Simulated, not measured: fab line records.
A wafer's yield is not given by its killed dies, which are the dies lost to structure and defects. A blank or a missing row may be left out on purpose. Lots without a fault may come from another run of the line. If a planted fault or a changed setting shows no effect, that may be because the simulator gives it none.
Which tool was responsible? + flow nand_harc + 24 lots with 72 wafers sampled at 6 steps, on a route of 1302 steps

WHAT EACH GAUGE READ, for each wafer
NHARC_A_BLC_CD_MEAS_19. Usual: 100.4 nm for cd_nm, sd 2.7.
| lot  | measured     | on        | cd_nm (nm)        | flag |
|------|--------------|-----------|-------------------|------|
| L075 | day 22 15:54 | cd_sem-01 | 102.3 96.2 104.6  |      |
| L074 | day 22 21:49 | cd_sem-03 | 101.1 101.9 98.7  |      |
| L076 | day 23 05:54 | cd_sem-02 | 96.8 99.3 101.3   |      |
| L078 | day 23 20:10 | cd_sem-01 | 100.4 103.0 104.2 |      |
| L077 | day 23 22:10 | cd_sem-01 | 101.9 99.8 96.8   |      |
| L080 | day 24 16:43 | cd_sem-02 | 96.4 100.2 100.7  |      |
| L079 | day 24 17:47 | cd_sem-01 | 105.8 103.6 105.6 |      |
| L081 | day 25 03:30 | cd_sem-01 | 100.5 100.2 97.4  |      |
| L082 | day 26 06:13 | cd_sem-01 | 102.7 105.1 103.8 |      |
| L083 | day 26 19:19 | cd_sem-01 | 102.0 100.9 100.8 |      |
| L084 | day 26 22:44 | cd_sem-03 | 102.3 96.8 99.4   |      |
| L086 | day 27 00:53 | cd_sem-01 | 95.5 99.8 100.4   |      |
| L085 | day 27 10:34 | cd_sem-02 | 99.5 99.9 95.6    |      |
| L088 | day 28 06:35 | cd_sem-01 | 97.5 103.6 99.4   |      |
| L087 | day 28 08:37 | cd_sem-03 | 98.6 98.6 97.7    |      |
| L089 | day 28 12:15 | cd_sem-03 | 96.4 105.1 99.1   |      |
| L090 | day 28 23:59 | cd_sem-02 | 96.5 100.0 102.5  |      |
| L091 | day 29 08:19 | cd_sem-02 | 102.4 100.1 100.1 |      |
| L094 | day 30 08:31 | cd_sem-02 | 101.8 99.2 103.2  |      |
| L092 | day 30 12:14 | cd_sem-02 | 97.2 95.1 98.4    |      |
| L093 | day 30 15:54 | cd_sem-01 | 102.4 101.5 103.1 |      |
| L096 | day 31 04:59 | cd_sem-02 | 99.8 97.6 97.5    |      |
| L095 | day 31 07:59 | cd_sem-01 | 102.3 98.5 100.1  |      |
| L097 | day 32 15:11 | cd_sem-02 | 99.0 96.3 98.8    |      |

NHARC_A_M0_OVL_MEAS_10: pitch 160 nm. Usual: overlay_x_nm 0.1 nm, standard deviation 0.85; overlay_y_nm -0.2 nm, standard deviation 0.98.
| lot  | measured     | on         | overlay_x_nm (nm) | overlay_y_nm (nm) | flag |
|------|--------------|------------|-------------------|-------------------|------|
| L075 | day 22 18:44 | overlay-02 | 0.6 1.2 1.1       | -0.2 -0.2 -0.5    |      |
| L074 | day 23 00:55 | overlay-01 | 0.3 0.4 0.6       | 0.3 -0.3 0.3      |      |
| L076 | day 23 09:20 | overlay-01 | -0.3 0.1 -0.7     | 1.1 1.5 0.5       |      |
| L078 | day 23 23:08 | overlay-02 | -0.1 -0.4 -0.3    | -0.3 -0.2 -0.1    |      |
| L077 | day 24 01:08 | overlay-01 | -1.0 -0.9 -1.4    | 1.5 0.8 1.3       |      |
| L080 | day 24 19:43 | overlay-02 | -1.7 -1.7 -1.5    | -0.4 0.1 -1.2     |      |
| L079 | day 24 20:46 | overlay-02 | 0.8 0.2 0.6       | -0.2 -0.4 -0.8    |      |
| L081 | day 25 06:31 | overlay-01 | 1.1 1.2 1.6       | -1.3 -1.5 -0.9    |      |
| L082 | day 26 09:08 | overlay-02 | 0.1 0.1 0.0       | -0.7 -0.6 -0.5    |      |
| L083 | day 26 22:16 | overlay-01 | -0.1 -0.4 0.0     | 0.2 0.2 0.1       |      |
| L084 | day 27 01:43 | overlay-01 | -0.1 0.5 -0.3     | -2.0 -2.0 -2.1    |      |
| L086 | day 27 03:54 | overlay-01 | -0.9 -1.2 -1.3    | -0.5 -0.7 -0.4    |      |
| L085 | day 27 13:32 | overlay-01 | -0.2 -0.3 -0.2    | 0.1 0.3 0.0       |      |
| L088 | day 28 09:26 | overlay-01 | 0.8 1.3 0.9       | 0.3 0.2 0.7       |      |
| L087 | day 28 11:30 | overlay-02 | 0.1 -0.5 -0.3     | -2.1 -2.4 -1.4    |      |
| L089 | day 28 15:15 | overlay-02 | 0.5 0.4 0.0       | 0.3 1.2 0.9       |      |
| L090 | day 29 03:02 | overlay-01 | 0.4 -0.4 -0.6     | 0.2 0.2 0.7       |      |
| L091 | day 29 11:18 | overlay-01 | 0.1 0.3 1.3       | 1.1 1.1 0.8       |      |
| L094 | day 30 11:25 | overlay-01 | 0.6 0.9 1.2       | -0.7 -1.2 -0.8    |      |
| L092 | day 30 15:13 | overlay-02 | -1.6 -1.8 -1.8    | 0.7 0.9 0.5       |      |
| L093 | day 30 18:48 | overlay-02 | 1.1 1.3 0.9       | 1.9 1.0 0.6       |      |
| L096 | day 31 08:02 | overlay-02 | 1.2 0.6 0.8       | 0.0 0.1 -0.1      |      |
| L095 | day 31 10:57 | overlay-02 | 1.1 0.9 1.0       | -0.8 -1.1 -1.1    |      |
| L097 | day 32 18:09 | overlay-01 | 0.2 0.5 0.0       | -1.3 -0.9 -1.6    |      |

TOOL THAT RAN EACH LOT (tool first, then ch and the chambers of the sampled wafers, then the start)
| lot  | NHARC_A_CONTACT_DESCUM_74          | NHARC_A_CONTACT_ETCH_77                       | NHARC_A_CONTACT_DEP_84        | NHARC_A_BLC_CVD_24                       |
|------|------------------------------------|-----------------------------------------------|-------------------------------|------------------------------------------|
| L075 | rie_diel-06 ch 0,2, day 22 00:32   | rie_diel-06 ch 0,2, day 22 05:58 or earlier   | acl_dep-01 ch 0, day 22 05:58 | cvd_w-01 ch 0,1, day 22 18:44 or earlier |
| L074 | rie_diel-01 ch 0,2,3, day 22 05:59 | rie_diel-01 ch 0,2,3, day 22 11:22 or earlier | acl_dep-03 ch 0, day 22 11:22 | cvd_w-01 ch 0,1, day 23 00:55 or earlier |
| L076 | rie_diel-01 ch 2,3, day 22 13:14   | rie_diel-01 ch 0,2,3, day 22 19:56 or earlier | acl_dep-01 ch 0, day 22 19:56 | cvd_w-01 ch 0,1, day 23 09:20 or earlier |
| L078 | rie_diel-06 ch 0,1, day 23 04:44   | rie_diel-06 ch 0,1,2, day 23 10:43 or earlier | acl_dep-03 ch 0, day 23 10:43 | cvd_w-02 ch 0,1, day 23 23:08 or earlier |
| L077 | rie_diel-01 ch 0,2,3, day 23 05:11 | rie_diel-01 ch 0,1,2, day 23 11:52 or earlier | acl_dep-03 ch 0, day 23 11:52 | cvd_w-02 ch 0,1, day 24 01:08 or earlier |
| L080 | rie_diel-13 ch 0,3, day 23 21:22   | rie_diel-13 ch 0,1, day 24 06:29 or earlier   | acl_dep-02 ch 0, day 24 06:29 | cvd_w-01 ch 0,1, day 24 19:43 or earlier |
| L079 | rie_diel-13 ch 0,1,3, day 24 01:12 | rie_diel-13 ch 1,2, day 24 06:38 or earlier   | acl_dep-03 ch 0, day 24 06:38 | cvd_w-02 ch 0,1, day 24 20:46 or earlier |
| L081 | rie_diel-06 ch 0,2,3, day 24 12:20 | rie_diel-06 ch 0,1,3, day 24 17:41 or earlier | acl_dep-03 ch 0, day 24 17:41 | cvd_w-02 ch 0,1, day 25 06:31 or earlier |
| L082 | rie_diel-06 ch 0,1,2, day 25 13:27 | rie_diel-06 ch 1,2,3, day 25 20:21 or earlier | acl_dep-02 ch 0, day 25 20:21 | cvd_w-02 ch 0,1, day 26 09:08 or earlier |
| L083 | rie_diel-06 ch 0,1,3, day 26 04:16 | rie_diel-06 ch 1,3, day 26 09:39 or earlier   | acl_dep-03 ch 0, day 26 09:39 | cvd_w-01 ch 0,1, day 26 22:16 or earlier |
| L084 | rie_diel-06 ch 1,2,3, day 26 05:52 | rie_diel-06 ch 0,1,3, day 26 12:11 or earlier | acl_dep-01 ch 0, day 26 12:11 | cvd_w-02 ch 0,1, day 27 01:43 or earlier |
| L086 | rie_diel-06 ch 1,2,3, day 26 09:20 | rie_diel-06 ch 0,1,2, day 26 14:26 or earlier | acl_dep-01 ch 0, day 26 14:26 | cvd_w-01 ch 0,1, day 27 03:54 or earlier |
| L085 | rie_diel-06 ch 0,1,2, day 26 17:18 | rie_diel-06 ch 0,1, day 27 00:12 or earlier   | acl_dep-03 ch 0, day 27 00:12 | cvd_w-01 ch 0,1, day 27 13:32 or earlier |
| L088 | rie_diel-06 ch 0,2,3, day 27 09:38 | rie_diel-06 ch 1,2,3, day 27 20:50 or earlier | acl_dep-03 ch 0, day 27 20:50 | cvd_w-02 ch 0,1, day 28 09:26 or earlier |
| L087 | rie_diel-06 ch 1,3, day 27 12:17   | rie_diel-06 ch 1,3, day 27 22:52 or earlier   | acl_dep-03 ch 0, day 27 22:52 | cvd_w-02 ch 0,1, day 28 11:30 or earlier |
| L089 | rie_diel-06 ch 0,3, day 27 20:55   | rie_diel-06 ch 0,1,2, day 28 02:47 or earlier | acl_dep-03 ch 0, day 28 02:47 | cvd_w-01 ch 0,1, day 28 15:15 or earlier |
| L090 | rie_diel-06 ch 0,2,3, day 28 07:53 | rie_diel-06 ch 0,1,2, day 28 13:55 or earlier | acl_dep-01 ch 0, day 28 13:55 | cvd_w-01 ch 0,1, day 29 03:02 or earlier |
| L091 | rie_diel-13 ch 0,1,2, day 28 14:54 | rie_diel-13 ch 0,1,2, day 28 23:04 or earlier | acl_dep-01 ch 0, day 28 23:04 | cvd_w-01 ch 0,1, day 29 11:18 or earlier |
| L094 | rie_diel-06 ch 0,2,3, day 29 16:56 | rie_diel-06 ch 0,2,3, day 29 22:58 or earlier | acl_dep-03 ch 0, day 29 22:58 | cvd_w-01 ch 0,1, day 30 11:25 or earlier |
| L092 | rie_diel-06 ch 1,2,3, day 29 18:27 | rie_diel-06 ch 0,1, day 30 01:59 or earlier   | acl_dep-02 ch 0, day 30 01:59 | cvd_w-01 ch 0,1, day 30 15:13 or earlier |
| L093 | rie_diel-13 ch 0,1,3, day 29 23:36 | rie_diel-01 ch 0,2,3, day 30 00:07            | acl_dep-03 ch 0, day 30 05:56 | cvd_w-01 ch 0,1, day 30 18:48 or earlier |
| L096 | rie_diel-06 ch 1,2, day 30 13:23   | rie_diel-06 ch 2,3, day 30 18:34 or earlier   | acl_dep-01 ch 0, day 30 18:34 | cvd_w-01 ch 0,1, day 31 08:02 or earlier |
| L095 | rie_diel-06 ch 1,3, day 30 16:09   | rie_diel-06 ch 1,2, day 30 21:51 or earlier   | acl_dep-03 ch 0, day 30 21:51 | cvd_w-02 ch 0,1, day 31 10:57 or earlier |
| L097 | rie_diel-06 ch 1,2,3, day 31 21:12 | rie_diel-06 ch 2,3, day 32 05:32 or earlier   | acl_dep-01 ch 0, day 32 05:32 | cvd_w-02 ch 0,1, day 32 18:09 or earlier |
- NHARC_A_CONTACT_DESCUM_74: chemistry O2, time 3 s.
- NHARC_A_CONTACT_ETCH_77: etches the open film in CF4/CHF3, target depth 108.9 nm, time 54.5 s.
- NHARC_A_CONTACT_DEP_84: deposits aC, target thk 2800 nm.
- NHARC_A_BLC_CVD_24: deposits W, target thk 150 nm, time 434 s.

AS READ BY THE TOOLS THEMSELVES (means over the sampled wafers that have a number; for cases with no such wafer, the mark the record gives instead)
NHARC_A_CONTACT_DESCUM_74. Usual: drypump_motor_current_A 5.65 A, standard deviation 0.3; oes_product_au 0.996 a.u., standard deviation 0.012; rf_vpp_V 57.7 V, standard deviation 0.85; showerhead_plenum_p_Torr 1.91 Torr, standard deviation 0.081; throttle_valve_pct 11.311 %, standard deviation 0.0089.
| lot  | tool        | drypump_motor_current_A (A) | oes_product_au (a.u.) | rf_vpp_V (V) | showerhead_plenum_p_Torr (Torr) | throttle_valve_pct (%) | flag |
|------|-------------|-----------------------------|-----------------------|--------------|---------------------------------|------------------------|------|
| L075 | rie_diel-06 | 5.66                        | 1.001                 | 57.2         | 1.99                            | 11.307                 |      |
| L074 | rie_diel-01 | 5.66                        | 0.984                 | 57.7         | 1.87                            | 11.308                 |      |
| L076 | rie_diel-01 | 5.49                        | 0.989                 | 56.9         | 1.88                            | 11.318                 |      |
| L078 | rie_diel-06 | 5.72                        | 0.990                 | 58.0         | 1.92                            | 11.312                 |      |
| L077 | rie_diel-01 | 5.64                        | 0.983                 | 57.5         | 1.87                            | 11.306                 |      |
| L080 | rie_diel-13 | 5.92                        | 1.011                 | 57.6         | 1.84                            | 11.312                 |      |
| L079 | rie_diel-13 | 5.86                        | 1.013                 | 57.6         | 1.92                            | 11.304                 |      |
| L081 | rie_diel-06 | 5.69                        | 0.990                 | 58.2         | 1.92                            | 11.314                 |      |
| L082 | rie_diel-06 | 5.61                        | 0.995                 | 57.5         | 1.95                            | 11.309                 |      |
| L083 | rie_diel-06 | 5.62                        | 0.991                 | 57.1         | 1.87                            | 11.312                 |      |
| L084 | rie_diel-06 | 5.52                        | 0.991                 | 58.2         | 1.90                            | 11.314                 |      |
| L086 | rie_diel-06 | 5.51                        | 0.991                 | 58.1         | 1.90                            | 11.312                 |      |
| L085 | rie_diel-06 | 5.61                        | 0.998                 | 58.0         | 1.95                            | 11.308                 |      |
| L088 | rie_diel-06 | 5.69                        | 0.995                 | 57.2         | 1.92                            | 11.320                 |      |
| L087 | rie_diel-06 | 5.54                        | 0.993                 | 57.6         | 1.82                            | 11.306                 |      |
| L089 | rie_diel-06 | 5.78                        | 0.997                 | 56.9         | 1.89                            | 11.311                 |      |
| L090 | rie_diel-06 | 5.69                        | 0.996                 | 57.6         | 1.91                            | 11.314                 |      |
| L091 | rie_diel-13 | 5.99                        | 1.011                 | 57.3         | 1.92                            | 11.315                 |      |
| L094 | rie_diel-06 | 5.67                        | 1.013                 | 58.3         | 1.91                            | 11.306                 |      |
| L092 | rie_diel-06 | 5.52                        | 1.001                 | 58.1         | 1.89                            | 11.306                 |      |
| L093 | rie_diel-13 | 5.87                        | 0.997                 | 57.8         | 1.91                            | 11.309                 |      |
| L096 | rie_diel-06 | 5.44                        | 1.001                 | 57.7         | 1.92                            | 11.316                 |      |
| L095 | rie_diel-06 | 5.53                        | 0.995                 | 58.2         | 1.82                            | 11.306                 |      |
| L097 | rie_diel-06 | 5.51                        | 1.005                 | 58.8         | 1.89                            | 11.326                 |      |

NHARC_A_CONTACT_ETCH_77. Usual: cf4_flow_sccm 100.04 sccm (standard deviation 0.27); chf3_flow_sccm 29.99 sccm (standard deviation 0.091); drypump_motor_current_A 5.63 A (standard deviation 0.28); oes_product_au 0.938 a.u. (standard deviation 0.023); rf_vpp_V 370.5 V (standard deviation 2.3); showerhead_plenum_p_Torr 1.57 Torr (standard deviation 0.062); throttle_valve_pct 16.802 % (standard deviation 0.0086).
| lot  | tool        | cf4_flow_sccm (sccm) | chf3_flow_sccm (sccm) | drypump_motor_current_A (A) | oes_product_au (a.u.) | rf_vpp_V (V) | showerhead_plenum_p_Torr (Torr) | throttle_valve_pct (%) | flag |
|------|-------------|----------------------|-----------------------|-----------------------------|-----------------------|--------------|---------------------------------|------------------------|------|
| L075 | rie_diel-06 | 99.97                | 30.01                 | 5.79                        | 0.921                 | 372.4        | 1.62                            | 16.803                 |      |
| L074 | rie_diel-01 | 100.24               | 29.91                 | 5.66                        | 0.912                 | 369.6        | 1.54                            | 16.795                 |      |
| L076 | rie_diel-01 | 99.80                | 29.95                 | 5.64                        | 0.912                 | 369.0        | 1.54                            | 16.804                 |      |
| L078 | rie_diel-06 | 100.02               | 30.03                 | 5.60                        | 0.926                 | 370.9        | 1.60                            | 16.803                 |      |
| L077 | rie_diel-01 | 100.10               | 29.96                 | 5.84                        | 0.956                 | 368.6        | 1.53                            | 16.807                 |      |
| L080 | rie_diel-13 | 100.19               | 30.17                 | 6.22                        | 0.978                 | 368.9        | 1.53                            | 16.804                 |      |
| L079 | rie_diel-13 | 100.10               | 29.99                 | 5.92                        | 0.954                 | 373.0        | 1.65                            | 16.808                 |      |
| L081 | rie_diel-06 | 100.11               | 30.05                 | 5.62                        | 0.918                 | 370.6        | 1.54                            | 16.794                 |      |
| L082 | rie_diel-06 | 100.16               | 30.04                 | 5.52                        | 0.927                 | 370.8        | 1.56                            | 16.805                 |      |
| L083 | rie_diel-06 | 99.79                | 29.92                 | 5.54                        | 0.918                 | 368.1        | 1.51                            | 16.806                 |      |
| L084 | rie_diel-06 | 99.88                | 29.98                 | 5.61                        | 0.955                 | 369.0        | 1.54                            | 16.800                 |      |
| L086 | rie_diel-06 | 100.13               | 29.97                 | 5.61                        | 0.962                 | 371.0        | 1.59                            | 16.802                 |      |
| L085 | rie_diel-06 | 99.98                | 29.91                 | 5.72                        | 0.912                 | 370.3        | 1.57                            | 16.807                 |      |
| L088 | rie_diel-06 | 99.95                | 29.97                 | 5.51                        | 0.919                 | 370.2        | 1.56                            | 16.797                 |      |
| L087 | rie_diel-06 | 99.56                | 29.95                 | 5.45                        | 0.922                 | 369.4        | 1.52                            | 16.790                 |      |
| L089 | rie_diel-06 | 100.00               | 30.03                 | 5.60                        | 0.946                 | 371.6        | 1.59                            | 16.804                 |      |
| L090 | rie_diel-06 | 99.90                | 29.98                 | 5.61                        | 0.969                 | 371.8        | 1.59                            | 16.806                 |      |
| L091 | rie_diel-13 | 99.81                | 30.05                 | 5.96                        | 0.929                 | 371.4        | 1.58                            | 16.804                 |      |
| L094 | rie_diel-06 | 100.21               | 29.96                 | 5.66                        | 0.968                 | 370.7        | 1.58                            | 16.807                 |      |
| L092 | rie_diel-06 | 99.98                | 30.02                 | 5.54                        | 0.955                 | 369.4        | 1.56                            | 16.808                 |      |
| L093 | rie_diel-01 | 100.03               | 29.97                 | 5.66                        | 0.916                 | 369.7        | 1.53                            | 16.801                 |      |
| L096 | rie_diel-06 | 99.92                | 30.05                 | 5.57                        | 0.937                 | 372.3        | 1.59                            | 16.796                 |      |
| L095 | rie_diel-06 | 99.95                | 30.10                 | 5.51                        | 0.941                 | 371.5        | 1.61                            | 16.811                 |      |
| L097 | rie_diel-06 | 99.89                | 29.91                 | 5.61                        | 0.923                 | 369.3        | 1.54                            | 16.803                 |      |

NHARC_A_CONTACT_DEP_84. Usual: 34.999 % for throttle_valve_pct, sd 0.0091.
| lot  | tool       | throttle_valve_pct (%) | flag |
|------|------------|------------------------|------|
| L075 | acl_dep-01 | 35.001                 |      |
| L074 | acl_dep-03 | 34.998                 |      |
| L076 | acl_dep-01 | 35.001                 |      |
| L078 | acl_dep-03 | 35.003                 |      |
| L077 | acl_dep-03 | 35.004                 |      |
| L080 | acl_dep-02 | 34.998                 |      |
| L079 | acl_dep-03 | 35.000                 |      |
| L081 | acl_dep-03 | 35.003                 |      |
| L082 | acl_dep-02 | 34.995                 |      |
| L083 | acl_dep-03 | 35.005                 |      |
| L084 | acl_dep-01 | 35.006                 |      |
| L086 | acl_dep-01 | 35.009                 |      |
| L085 | acl_dep-03 | 34.994                 |      |
| L088 | acl_dep-03 | 34.992                 |      |
| L087 | acl_dep-03 | 34.999                 |      |
| L089 | acl_dep-03 | 34.998                 |      |
| L090 | acl_dep-01 | 35.007                 |      |
| L091 | acl_dep-01 | 35.004                 |      |
| L094 | acl_dep-03 | 35.002                 |      |
| L092 | acl_dep-02 | 34.995                 |      |
| L093 | acl_dep-03 | 35.000                 |      |
| L096 | acl_dep-01 | 34.999                 |      |
| L095 | acl_dep-03 | 35.005                 |      |
| L097 | acl_dep-01 | 34.999                 |      |

NHARC_A_BLC_CVD_24. Usual: heater_power_w 459 W, standard deviation 34; mfc_h2_sccm 1599 sccm, standard deviation 4.7; throttle_valve_pct 7.93 %, standard deviation 0.17.
| lot  | tool     | heater_power_w (W) | mfc_h2_sccm (sccm) | throttle_valve_pct (%) | flag |
|------|----------|--------------------|--------------------|------------------------|------|
| L075 | cvd_w-01 | 452                | 1598               | 8.10                   |      |
| L074 | cvd_w-01 | 452                | 1600               | 8.10                   |      |
| L076 | cvd_w-01 | 450                | 1597               | 8.01                   |      |
| L078 | cvd_w-02 | 503                | 1599               | 8.17                   |      |
| L077 | cvd_w-02 | 504                | 1603               | 8.08                   |      |
| L080 | cvd_w-01 | 439                | 1593               | 7.80                   |      |
| L079 | cvd_w-02 | 499                | 1596               | 8.14                   |      |
| L081 | cvd_w-02 | 490                | 1603               | 8.03                   |      |
| L082 | cvd_w-02 | 499                | 1599               | 8.15                   |      |
| L083 | cvd_w-01 | 426                | 1596               | 7.70                   |      |
| L084 | cvd_w-02 | 495                | 1601               | 8.12                   |      |
| L086 | cvd_w-01 | 443                | 1597               | 7.94                   |      |
| L085 | cvd_w-01 | 436                | 1598               | 7.98                   |      |
| L088 | cvd_w-02 | 477                | 1597               | 7.91                   |      |
| L087 | cvd_w-02 | 491                | 1600               | 7.86                   |      |
| L089 | cvd_w-01 | 444                | 1597               | 7.84                   |      |
| L090 | cvd_w-01 | 425                | 1604               | 7.64                   |      |
| L091 | cvd_w-01 | 424                | 1597               | 7.90                   |      |
| L094 | cvd_w-01 | 431                | 1597               | 7.91                   |      |
| L092 | cvd_w-01 | 424                | 1604               | 7.90                   |      |
| L093 | cvd_w-01 | 442                | 1599               | 7.82                   |      |
| L096 | cvd_w-01 | 419                | 1597               | 7.88                   |      |
| L095 | cvd_w-02 | 485                | 1602               | 7.95                   |      |
| L097 | cvd_w-02 | 480                | 1604               | 7.98                   |      |

THE ANSWER, worked out from the rows above alone
Rule: lot off if the mean of its wafers having a number is beyond 3 standard deviations from the usual mean. Also off: a lot with no number at a reading for which 4 or more lots have one. Where the step has rows for the other lots, those lots are counted as sound. First the gauges in route order, then the tools' own readings, where a lot's mean is used as printed above. At the first step where some lot is off, the reading lying furthest off is the one used; lots without a number count as furthest.
Nothing can be told from this: no lot is off at any reading shown.

WHAT THE SIMULATOR HAD INSERTED
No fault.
